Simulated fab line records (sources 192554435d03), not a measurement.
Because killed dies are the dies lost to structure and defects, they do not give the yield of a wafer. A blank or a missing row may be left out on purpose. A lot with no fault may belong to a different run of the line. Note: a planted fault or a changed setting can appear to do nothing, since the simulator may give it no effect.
The tool behind it: which one? | flow n5_finfet | at 1 step of a route of 1938, 24 lots with 72 wafers sampled

## WHAT EACH GAUGE READ, for each wafer
N5_BEOL_M4_INSPECT_13: inspects for defects (brightfield).
lot  | measured     | on                | raw_defect_count
L074 | day 8 02:13  | defect_inspect-01 | 304 339 270
L075 | day 8 08:10  | defect_inspect-02 | 660 422 562
L076 | day 8 08:33  | defect_inspect-02 | 327 365 391
L077 | day 8 11:01  | defect_inspect-01 | 324 476 414
L078 | day 8 11:21  | defect_inspect-02 | 433 381 393
L079 | day 8 23:32  | defect_inspect-02 | 395 361 321
L083 | day 10 01:01 | defect_inspect-01 | 669 469 578
L081 | day 10 02:55 | defect_inspect-01 | 357 538 575
L082 | day 10 09:13 | defect_inspect-01 | 340 399 394
L080 | day 10 10:51 | defect_inspect-01 | 320 385 512
L084 | day 10 16:09 | defect_inspect-02 | 392 498 332
L085 | day 10 19:11 | defect_inspect-01 | 524 392 454
L086 | day 11 04:59 | defect_inspect-01 | 379 549 442
L090 | day 11 08:43 | defect_inspect-02 | 395 489 465
L087 | day 11 15:49 | defect_inspect-02 | 364 348 292
L091 | day 11 16:35 | defect_inspect-01 | 450 391 273
L088 | day 11 22:44 | defect_inspect-01 | 322 643 403
L089 | day 11 23:54 | defect_inspect-01 | 384 539 526
L092 | day 12 19:01 | defect_inspect-02 | 363 446 395
L094 | day 14 02:02 | defect_inspect-02 | 491 302 427
L093 | day 14 04:49 | defect_inspect-01 | 348 413 434
L095 | day 14 07:18 | defect_inspect-02 | 365 440 440
L097 | day 14 07:44 | defect_inspect-02 | 504 478 604
L096 | day 14 10:55 | defect_inspect-02 | 361 344 474

## WHAT TOOL EACH LOT RAN ON (gives the tool, then ch and the chambers of the sampled wafers, and finally the start)
No process step before these readings appears in the record.

## WHAT THE TOOLS THEMSELVES READ (means of the sampled wafers that have a number; where no wafer has one, the mark that the record gives instead)
The record holds no such reading with a usual standard deviation.

## THE ANSWER, worked out from the rows above alone
Rule: what is usual is taken from the lots themselves. Put in order of their means at a reading, lots are off if they are a third of the lots or fewer, leave a main group of 4 or more, and stand apart from it by a gap of 3 or more times the standard deviation of the main group's means; of several such gaps the widest counts. A main group is skipped when, at the precision printed for the reading in the tables above, its means are all equal. Also off: a lot with no number at a reading for which 4 or more lots have one. Any other lot the step has rows for is counted as sound. Order of review: gauges by route order, followed by the tools' own readings, for which a lot's mean as printed above is used. The first step at which some lot is off is used, and at that step the reading that is off furthest; a lot without a number counts as furthest.
Nothing can be told from this: no lot is off at any reading shown.

## WHAT THE SIMULATOR HAD INSERTED
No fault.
